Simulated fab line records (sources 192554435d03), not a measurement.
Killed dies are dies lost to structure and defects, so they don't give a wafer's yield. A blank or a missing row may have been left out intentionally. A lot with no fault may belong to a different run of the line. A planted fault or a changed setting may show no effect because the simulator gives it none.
Split-lot experiment | flow n5-finfet | 21 wafers read across 7 lots, on a route 1938 steps long

THE SPLIT
At N5_BEOL_M3_VIA_ETCH_34 (etches the open film in C4F6/O2, target depth 69.4 nm, time 65.9 s), the setting time-s was moved away from the recipe's 65.9 s on 6 of the 21 wafers read, by -21.1% to +20.5%. All remaining wafers had this setting at the recipe value.

The reading comes from the split's own step.

THE READING
SOC_of_BEOL_M3_COAT_67.thk-nm (the simulator's own value, which no gauge read), in nm, at N5_BEOL_M3_VIA_ETCH_34 (etches the open film in C4F6/O2, target depth 69.4 nm, time 65.9 s). The file does not state a usual value for it. Across the 15 wafers here that went through the recipe, the average is 51.8 nm and the standard deviation 0.15 nm.

wafer  | tool, chamber at the split | time-s as run, s | against the recipe | SOC_of_BEOL_M3_COAT_67.thk-nm, nm | against lot-mates on the recipe
L075.1 | rie-diel-02, 1             | 65.9             | recipe             | 51.6                              | -
L075.3 | rie-diel-02, 0             | 72.02            | +9.3%              | 51.2                              | -0.5
L075.4 | rie-diel-02, 0             | 65.9             | recipe             | 51.8                              | -
L077.1 | rie-diel-02, 3             | 79.41            | +20.5%             | 50.2                              | -1.7
L077.2 | rie-diel-02, 2             | 65.9             | recipe             | 51.8                              | -
L077.6 | rie-diel-02, 2             | 65.9             | recipe             | 52                                | -
L083.3 | rie-diel-02, 2             | 65.9             | recipe             | 51.6                              | -
L083.4 | rie-diel-02, 0             | 60.84            | -7.7%              | 52.2                              | +0.6
L083.6 | rie-diel-02, 3             | 65.9             | recipe             | 51.6                              | -
L090.1 | rie-diel-06, 0             | 65.9             | recipe             | 52                                | -
L090.4 | rie-diel-06, 0             | 65.9             | recipe             | 52                                | -
L090.5 | rie-diel-06, 1             | 65.9             | recipe             | 51.8                              | -
L091.1 | rie-diel-02, 3             | 70.15            | +6.4%              | 51.2                              | -0.6
L091.4 | rie-diel-02, 1             | 65.9             | recipe             | 51.8                              | -
L091.5 | rie-diel-02, 3             | 70.15            | +6.4%              | 51.2                              | -0.6
L094.3 | rie-diel-05, 2             | 65.9             | recipe             | 51.8                              | -
L094.5 | rie-diel-05, 3             | 65.9             | recipe             | 51.8                              | -
L094.6 | rie-diel-05, 0             | 65.9             | recipe             | 51.8                              | -
L095.2 | rie-diel-06, 3             | 65.9             | recipe             | 52                                | -
L095.4 | rie-diel-06, 3             | 52.02            | -21.1%             | 53.6                              | +1.8
L095.6 | rie-diel-06, 2             | 65.9             | recipe             | 51.6                              | -

FIT RESULTS
A straight line over all 21 wafers: SOC_of_BEOL_M3_COAT_67.thk-nm changes by -0.0797 nm for each +1% of time-s; r = -0.97; the points scatter about the line by 0.15 nm.
The same after taking each lot's own level away (the mean of its wafers on the recipe; 21 wafers): -0.0823 nm for each +1%; r = -0.98; scatter 0.11 nm.
That fit puts the effect of the largest move of time-s on the reading at 1.7 nm.
Measured against the standard deviation above, the lots' own levels, which go from 51.60 to 51.93 nm, span 2.3 times it.
Hence the lot-to-lot level has little effect on the slope; both slopes agree.
Check: +1.68 nm against its lot-mates is what the line predicts for one of the wafers moved furthest among these (-21.1%) when that wafer is left out of the fit. Against them it came out at +1.8 nm.

THE WHOLE CHAIN: every reading that the file lists as answering this split, in the file's order
step                   | what it does                                                       | reading                                                                        | change (the file's fit)                | r (the file's)
N5_BEOL_M3_VIA_ETCH_34 | etches the open film in C4F6/O2, target depth 69.4 nm, time 65.9 s | etch.depth-nm (the simulator's own value, which no gauge read)                 | +0.719 nm for each +1% of the setting  | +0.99
N5_BEOL_M3_VIA_ETCH_34 | etches the open film in C4F6/O2, target depth 69.4 nm, time 65.9 s | SOC_of_BEOL_M3_COAT_67.thk-nm (the simulator's own value, which no gauge read) | -0.0817 nm for each +1% of the setting | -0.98

FILE'S OWN FIT
SOC_of_BEOL_M3_COAT_67.thk-nm changes by -0.0817 nm for each +1% of time-s, r = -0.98.
